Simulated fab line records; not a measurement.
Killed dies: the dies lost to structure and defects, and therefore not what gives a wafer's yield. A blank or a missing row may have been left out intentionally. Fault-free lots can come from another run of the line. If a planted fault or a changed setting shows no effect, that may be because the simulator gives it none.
Which tool is to blame? || flow nand_harc || Sampling: 13 lots, 39 wafers, 6 of 1159 route steps

== WHAT THE GAUGES READ, wafer by wafer ==
NHARC_P_STI_CD_MEAS_09: the cd target is 200 nm.
{"lot": "L725", "measured": "day 2 13:49", "on": "cd_sem-02", "cd_nm (nm)": "197.7 202.0 196.4"}
{"lot": "L726", "measured": "day 2 13:52", "on": "cd_sem-01", "cd_nm (nm)": "198.5 200.5 202.2"}
{"lot": "L727", "measured": "day 2 23:00", "on": "cd_sem-03", "cd_nm (nm)": "201.1 198.8 199.7"}
{"lot": "L728", "measured": "day 3 07:01", "on": "cd_sem-01", "cd_nm (nm)": "202.6 201.5 199.3"}
{"lot": "L730", "measured": "day 3 16:50", "on": "cd_sem-03", "cd_nm (nm)": "195.8 197.5 199.8"}
{"lot": "L731", "measured": "day 4 04:04", "on": "cd_sem-02", "cd_nm (nm)": "200.7 199.8 199.3"}
{"lot": "L733", "measured": "day 4 15:07", "on": "cd_sem-01", "cd_nm (nm)": "196.5 196.2 195.0"}
{"lot": "L737", "measured": "day 5 12:54", "on": "cd_sem-03", "cd_nm (nm)": "201.3 201.6 197.6"}
{"lot": "L744", "measured": "day 7 04:53", "on": "cd_sem-01", "cd_nm (nm)": "196.2 197.3 197.8"}
{"lot": "L745", "measured": "day 7 12:00", "on": "cd_sem-03", "cd_nm (nm)": "197.6 197.8 199.3"}
{"lot": "L747", "measured": "day 7 22:05", "on": "cd_sem-01", "cd_nm (nm)": "197.7 197.4 199.3"}
{"lot": "L746", "measured": "day 7 22:14", "on": "cd_sem-01", "cd_nm (nm)": "198.7 200.8 201.0"}
{"lot": "L748", "measured": "day 8 06:38", "on": "cd_sem-02", "cd_nm (nm)": "197.4 197.9 195.3"}

NHARC_P_GATE_CD_MEAS_11: the cd target is 1640 nm.
{"lot": "L725", "measured": "day 4 07:29", "on": "cd_sem-01", "cd_nm (nm)": "1641.0 1636.7 1637.0"}
{"lot": "L726", "measured": "day 4 07:19", "on": "cd_sem-01", "cd_nm (nm)": "1639.1 1636.7 1638.0"}
{"lot": "L727", "measured": "day 4 17:44", "on": "cd_sem-02", "cd_nm (nm)": "1639.4 1639.6 1639.7"}
{"lot": "L728", "measured": "day 4 17:34", "on": "cd_sem-03", "cd_nm (nm)": "1641.3 1637.4 1640.3"}
{"lot": "L730", "measured": "day 5 07:26", "on": "cd_sem-02", "cd_nm (nm)": "1639.8 1642.0 1640.1"}
{"lot": "L731", "measured": "day 5 15:31", "on": "cd_sem-01", "cd_nm (nm)": "1636.6 1636.6 1638.4"}
{"lot": "L733", "measured": "day 6 11:12", "on": "cd_sem-01", "cd_nm (nm)": "1641.1 1638.5 1639.3"}
{"lot": "L737", "measured": "day 7 09:17", "on": "cd_sem-01", "cd_nm (nm)": "- - -"}
{"lot": "L744", "measured": "day 8 23:12", "on": "cd_sem-03", "cd_nm (nm)": "1640.1 1638.7 1640.9"}
{"lot": "L745", "measured": "day 8 23:03", "on": "cd_sem-03", "cd_nm (nm)": "1637.6 1638.3 1638.4"}
{"lot": "L747", "measured": "day 9 14:22", "on": "cd_sem-03", "cd_nm (nm)": "1639.3 1642.9 1639.0"}
{"lot": "L746", "measured": "day 9 14:31", "on": "cd_sem-03", "cd_nm (nm)": "1640.3 1641.2 1642.7"}
{"lot": "L748", "measured": "day 9 18:54", "on": "cd_sem-01", "cd_nm (nm)": "1635.9 1637.0 1639.2"}

NHARC_END_SORT_01.
{"lot": "L726", "measured": "day 20 20:20", "on": "prober-02", "killed_at_array": "36 38 41", "killed_at_other": "1 0 0", "killed_at_periphery": "7 2 4", "killed_dies": "44 40 45", "killed_open": "6 3 2", "killed_short": "3 1 1"}
{"lot": "L733", "measured": "day 21 19:02", "on": "prober-02", "killed_at_array": 29, "killed_at_other": 1, "killed_at_periphery": 6, "killed_dies": 36, "killed_open": 6, "killed_short": 0}
{"lot": "L737", "measured": "day 22 02:04", "on": "prober-02", "killed_at_array": "42 54 37", "killed_at_other": "0 0 0", "killed_at_periphery": "635 623 640", "killed_dies": "677 677 677", "killed_open": "3 0 2", "killed_short": "5 3 2"}

== TOOL THAT RAN EACH LOT (tool first, then ch and the chambers of the sampled wafers, then the start) ==
{"lot": "L725", "NHARC_P_GATE_EXPOSE_08": "krf_scanner-02 ch 0, day 4 07:20", "NHARC_P_GATE_DESCUM_13": "rie_diel-13 ch 1,2,3, day 4 07:42", "NHARC_P_GATE_DEP_103": "pecvd-02 ch 1,2, day 4 22:03"}
{"lot": "L726", "NHARC_P_GATE_EXPOSE_08": "krf_scanner-03 ch 0, day 4 07:10", "NHARC_P_GATE_DESCUM_13": "rie_diel-13 ch 2,3, day 4 07:29", "NHARC_P_GATE_DEP_103": "pecvd-03 ch 0,1, day 4 22:31"}
{"lot": "L727", "NHARC_P_GATE_EXPOSE_08": "krf_scanner-03 ch 0, day 4 17:34", "NHARC_P_GATE_DESCUM_13": "rie_diel-01 ch 1,2, day 4 17:54", "NHARC_P_GATE_DEP_103": "pecvd-03 ch 0,1, day 5 06:37"}
{"lot": "L728", "NHARC_P_GATE_EXPOSE_08": "krf_scanner-02 ch 0, day 4 17:25", "NHARC_P_GATE_DESCUM_13": "rie_diel-01 ch 1,2,3, day 4 17:46", "NHARC_P_GATE_DEP_103": "pecvd-04 ch 0,1,2, day 5 06:43"}
{"lot": "L730", "NHARC_P_GATE_EXPOSE_08": "krf_scanner-01 ch 0, day 5 07:17", "NHARC_P_GATE_DESCUM_13": "rie_diel-01 ch 1,3, day 5 07:37", "NHARC_P_GATE_DEP_103": "pecvd-02 ch 1,2, day 5 22:04"}
{"lot": "L731", "NHARC_P_GATE_EXPOSE_08": "krf_scanner-03 ch 0, day 5 15:22", "NHARC_P_GATE_DESCUM_13": "rie_diel-07 ch 0,1,2, day 5 15:42", "NHARC_P_GATE_DEP_103": "pecvd-03 ch 0,1, day 6 04:49"}
{"lot": "L733", "NHARC_P_GATE_EXPOSE_08": "krf_scanner-01 ch 0, day 6 11:02", "NHARC_P_GATE_DESCUM_13": "rie_diel-01 ch 0,2,3, day 6 11:23", "NHARC_P_GATE_DEP_103": "pecvd-04 ch 0,1,2, day 7 00:28"}
{"lot": "L737", "NHARC_P_GATE_EXPOSE_08": "krf_scanner-02 ch 0, day 7 09:07", "NHARC_P_GATE_DESCUM_13": "rie_diel-13 ch 0,3, day 7 09:27", "NHARC_P_GATE_DEP_103": "pecvd-03 ch 0,2, day 7 23:52"}
{"lot": "L744", "NHARC_P_GATE_EXPOSE_08": "krf_scanner-02 ch 0, day 8 23:02", "NHARC_P_GATE_DESCUM_13": "rie_diel-01 ch 1,2,3, day 8 23:22", "NHARC_P_GATE_DEP_103": "pecvd-03 ch 1,2, day 9 13:11"}
{"lot": "L745", "NHARC_P_GATE_EXPOSE_08": "krf_scanner-01 ch 0, day 8 22:54", "NHARC_P_GATE_DESCUM_13": "rie_diel-01 ch 1,2,3, day 8 23:14", "NHARC_P_GATE_DEP_103": "pecvd-02 ch 0,1,2, day 9 13:53"}
{"lot": "L747", "NHARC_P_GATE_EXPOSE_08": "krf_scanner-02 ch 0, day 9 14:13", "NHARC_P_GATE_DESCUM_13": "rie_diel-01 ch 2,3, day 9 14:32", "NHARC_P_GATE_DEP_103": "pecvd-04 ch 0,1,2, day 10 03:43"}
{"lot": "L746", "NHARC_P_GATE_EXPOSE_08": "krf_scanner-03 ch 0, day 9 14:22", "NHARC_P_GATE_DESCUM_13": "rie_diel-01 ch 1,2,3, day 9 14:41", "NHARC_P_GATE_DEP_103": "pecvd-04 ch 0,1,2, day 10 04:06"}
{"lot": "L748", "NHARC_P_GATE_EXPOSE_08": "krf_scanner-03 ch 0, day 9 18:45", "NHARC_P_GATE_DESCUM_13": "rie_diel-13 ch 1,2,3, day 9 19:05", "NHARC_P_GATE_DEP_103": "pecvd-04 ch 1,2, day 10 10:59"}
- NHARC_P_GATE_EXPOSE_08: exposes mask P HV.
- NHARC_P_GATE_DESCUM_13: chemistry O2, time 3 s.
- NHARC_P_GATE_DEP_103: deposits SiON, target thk 30 nm.

== WHAT THE TOOLS THEMSELVES READ (means of the sampled wafers that have a number; where no wafer has one, the mark that the record gives instead) ==
NHARC_P_GATE_DESCUM_13.
{"lot": "L725", "tool": "rie_diel-13", "drypump_motor_current_A (A)": 5.8, "oes_product_au (a.u.)": 0.998, "rf_vpp_V (V)": 57.9, "showerhead_plenum_p_Torr (Torr)": 1.89, "throttle_valve_pct (%)": 11.308}
{"lot": "L726", "tool": "rie_diel-13", "drypump_motor_current_A (A)": 6.0, "oes_product_au (a.u.)": 1.005, "rf_vpp_V (V)": 57.8, "showerhead_plenum_p_Torr (Torr)": 1.94, "throttle_valve_pct (%)": 11.314}
{"lot": "L727", "tool": "rie_diel-01", "drypump_motor_current_A (A)": 5.7, "oes_product_au (a.u.)": 0.998, "rf_vpp_V (V)": 56.6, "showerhead_plenum_p_Torr (Torr)": 1.94, "throttle_valve_pct (%)": 11.316}
{"lot": "L728", "tool": "rie_diel-01", "drypump_motor_current_A (A)": 5.5, "oes_product_au (a.u.)": 0.995, "rf_vpp_V (V)": 57.6, "showerhead_plenum_p_Torr (Torr)": 1.91, "throttle_valve_pct (%)": 11.309}
{"lot": "L730", "tool": "rie_diel-01", "drypump_motor_current_A (A)": 5.3, "oes_product_au (a.u.)": 0.997, "rf_vpp_V (V)": 58.3, "showerhead_plenum_p_Torr (Torr)": 1.88, "throttle_valve_pct (%)": 11.312}
{"lot": "L731", "tool": "rie_diel-07", "drypump_motor_current_A (A)": 5.8, "oes_product_au (a.u.)": 0.995, "rf_vpp_V (V)": 58.7, "showerhead_plenum_p_Torr (Torr)": 1.98, "throttle_valve_pct (%)": 11.310}
{"lot": "L733", "tool": "rie_diel-01", "drypump_motor_current_A (A)": 6.0, "oes_product_au (a.u.)": 0.995, "rf_vpp_V (V)": 57.6, "showerhead_plenum_p_Torr (Torr)": 1.90, "throttle_valve_pct (%)": 11.313}
{"lot": "L737", "tool": "rie_diel-13", "drypump_motor_current_A (A)": 5.4, "oes_product_au (a.u.)": 1.001, "rf_vpp_V (V)": 57.5, "showerhead_plenum_p_Torr (Torr)": 1.87, "throttle_valve_pct (%)": 11.318}
{"lot": "L744", "tool": "rie_diel-01", "drypump_motor_current_A (A)": 5.5, "oes_product_au (a.u.)": 0.989, "rf_vpp_V (V)": 58.0, "showerhead_plenum_p_Torr (Torr)": 1.90, "throttle_valve_pct (%)": 11.303}
{"lot": "L745", "tool": "rie_diel-01", "drypump_motor_current_A (A)": 5.5, "oes_product_au (a.u.)": 0.988, "rf_vpp_V (V)": 57.8, "showerhead_plenum_p_Torr (Torr)": 1.90, "throttle_valve_pct (%)": 11.307}
{"lot": "L747", "tool": "rie_diel-01", "drypump_motor_current_A (A)": 5.8, "oes_product_au (a.u.)": 0.998, "rf_vpp_V (V)": 58.1, "showerhead_plenum_p_Torr (Torr)": 1.95, "throttle_valve_pct (%)": 11.310}
{"lot": "L746", "tool": "rie_diel-01", "drypump_motor_current_A (A)": 5.5, "oes_product_au (a.u.)": 0.995, "rf_vpp_V (V)": 58.0, "showerhead_plenum_p_Torr (Torr)": 1.90, "throttle_valve_pct (%)": 11.305}
{"lot": "L748", "tool": "rie_diel-13", "drypump_motor_current_A (A)": 5.8, "oes_product_au (a.u.)": 1.004, "rf_vpp_V (V)": 58.0, "showerhead_plenum_p_Torr (Torr)": 1.88, "throttle_valve_pct (%)": 11.303}

NHARC_P_GATE_DEP_103.
{"lot": "L725", "tool": "pecvd-02", "heater_power_w (W)": 795, "rf_fwd_power_W (W)": 349.1}
{"lot": "L726", "tool": "pecvd-03", "heater_power_w (W)": 741, "rf_fwd_power_W (W)": 348.3}
{"lot": "L727", "tool": "pecvd-03", "heater_power_w (W)": 794, "rf_fwd_power_W (W)": 349.0}
{"lot": "L728", "tool": "pecvd-04", "heater_power_w (W)": 691, "rf_fwd_power_W (W)": 348.7}
{"lot": "L730", "tool": "pecvd-02", "heater_power_w (W)": 753, "rf_fwd_power_W (W)": 348.5}
{"lot": "L731", "tool": "pecvd-03", "heater_power_w (W)": 685, "rf_fwd_power_W (W)": 348.7}
{"lot": "L733", "tool": "pecvd-04", "heater_power_w (W)": 629, "rf_fwd_power_W (W)": 348.7}
{"lot": "L737", "tool": "pecvd-03", "heater_power_w (W)": 746, "rf_fwd_power_W (W)": 348.7}
{"lot": "L744", "tool": "pecvd-03", "heater_power_w (W)": 656, "rf_fwd_power_W (W)": 348.7}
{"lot": "L745", "tool": "pecvd-02", "heater_power_w (W)": 802, "rf_fwd_power_W (W)": 350.0}
{"lot": "L747", "tool": "pecvd-04", "heater_power_w (W)": 646, "rf_fwd_power_W (W)": 349.7}
{"lot": "L746", "tool": "pecvd-04", "heater_power_w (W)": 674, "rf_fwd_power_W (W)": 349.7}
{"lot": "L748", "tool": "pecvd-04", "heater_power_w (W)": 637, "rf_fwd_power_W (W)": 349.1}

== THE ANSWER, worked out from the rows above alone ==
Rule: the usual values come from the lots themselves. Put in order of their means at a reading, lots are off if they are a third of the lots or fewer, leave a main group of 4 or more, and stand apart from it by a gap of 3 or more times the standard deviation of the main group's means; of several such gaps the widest counts. Not used: any main group whose means are identical at the precision the tables above print for the reading. A lot without any number at a reading at which 4 lots or more have one is off too. Any other lot the step has rows for is counted as sound. Order of review: gauges by route order, followed by the tools' own readings, for which a lot's mean as printed above is used. The first step at which some lot is off is used, and at that step the reading that is off furthest; a lot without a number counts as furthest.
Off, at NHARC_P_GATE_CD_MEAS_11 on cd_nm: L737. Without a number there: L737. The main group: mean 1639.2 nm, standard deviation 1.3.
If a tool, at a process step before that reading, ran all the lots that are off and no sound lot after the first of them, it fits. The gauges at NHARC_P_GATE_CD_MEAS_11 are tried like those tools. Of those tried, none fits.

== WHAT THE SIMULATOR HAD PUT IN ==
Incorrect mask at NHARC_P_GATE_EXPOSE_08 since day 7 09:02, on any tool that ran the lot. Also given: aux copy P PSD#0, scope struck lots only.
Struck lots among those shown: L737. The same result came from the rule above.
